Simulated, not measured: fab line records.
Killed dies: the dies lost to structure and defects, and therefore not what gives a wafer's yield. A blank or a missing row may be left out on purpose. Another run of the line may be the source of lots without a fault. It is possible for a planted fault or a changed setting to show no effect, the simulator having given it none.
Chamber matching ; flow n5 finfet ; N5_BEOL_M11_ETCH_66 on rie diel-06 has 4 sister chambers
The step etches SOC in N2/H2, target depth 120 nm, overetch 24 nm, time 180 s. 4 wafers are shown with their chamber, then 9 later ones without.

## WAFERS PAIRED WITH THEIR CHAMBERS
wafer;chamber;drypump motor current A (A)
L085.3;2;6.4
L089.2;0;6.4
L089.4;1;5.2
L089.5;3;5.2

## WAFERS WITH NO CHAMBER GIVEN
wafer;drypump motor current A (A)
L091.1;5.2
L091.3;5.2
L091.4;6.5
L096.1;6.4
L096.3;5.2
L096.6;6.4
L079.1;5.2
L079.2;6.4
L079.6;6.4

## THE CHAMBER EACH PASSED THROUGH
wafer;from the rows above;in truth
L091.1;can't be placed: 1 or 3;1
L091.3;can't be placed: 1 or 3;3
L091.4;can't be placed: 0 or 2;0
L096.1;can't be placed: 0 or 2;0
L096.3;can't be placed: 1 or 3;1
L096.6;can't be placed: 0 or 2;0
L079.1;can't be placed: 1 or 3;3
L079.2;can't be placed: 0 or 2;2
L079.6;can't be placed: 0 or 2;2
Placed correctly: 0 of 9. Unplaceable from these rows: 9, with the true chamber sitting among the candidates in 9. Wrongly placed: 0.
How it was worked out, from the rows above alone: a wafer's distance from a chamber is the root of the sum, over the readings, of the square of ((its reading less the chamber's mean) divided by the reading's scatter). If the next closest chamber is less than 2 further off than the closest, the wafer can't be placed; otherwise it belongs to the closest. Each chamber's mean is taken over the wafers shown for it. The scatter (one wafer shown for each chamber): square how far every hidden wafer sits from the nearest shown wafer, average those squares and take the square root.
